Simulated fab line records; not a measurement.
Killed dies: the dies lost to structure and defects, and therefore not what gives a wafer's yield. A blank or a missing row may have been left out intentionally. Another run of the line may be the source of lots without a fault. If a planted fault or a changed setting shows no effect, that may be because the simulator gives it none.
Chamber matching    flow n5_finfet    4 sister chambers for N5_BEOL_M2_ALD_98 on ald_sin-03
The step deposits SiO2, target thk 2.5 nm, pulse time 1 s, co reactant pulse time 1 s. 4 wafers are shown with their chamber, then 7 later ones without.

== WAFERS WITH THEIR CHAMBER ==
wafer   chamber  heater_power_w (W)
L083.4  3        75
L088.5  2        81
L087.1  1        69
L087.5  0        87

== WAFERS MISSING THEIR CHAMBER ==
wafer   heater_power_w (W)
L087.6  70
L095.1  80
L095.3  74
L095.5  81
L094.1  71
L094.2  75
L094.3  86

== WHICH CHAMBER EACH WENT THROUGH ==
wafer   from the rows above      in truth
L087.6  1                        1
L095.1  2                        2
L095.3  3                        3
L095.5  2                        2
L094.1  can't be placed: 1 or 3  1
L094.2  3                        3
L094.3  0                        0
Correctly placed: 6 of 7. These rows do not allow placing 1 (true chamber among the candidates in 1). Number placed wrongly: 0.
How it was worked out, from the rows above alone: a wafer's distance from a chamber is the root of the sum, over the readings, of the square of ((its reading less the chamber's mean) divided by the reading's scatter). If the next closest chamber is less than 2 further off than the closest, the wafer can't be placed; otherwise it belongs to the closest. A chamber's mean is the mean of its shown wafers. The scatter: with one shown wafer a chamber, the root of the mean of the squares of how far each hidden wafer lies from its nearest shown one.
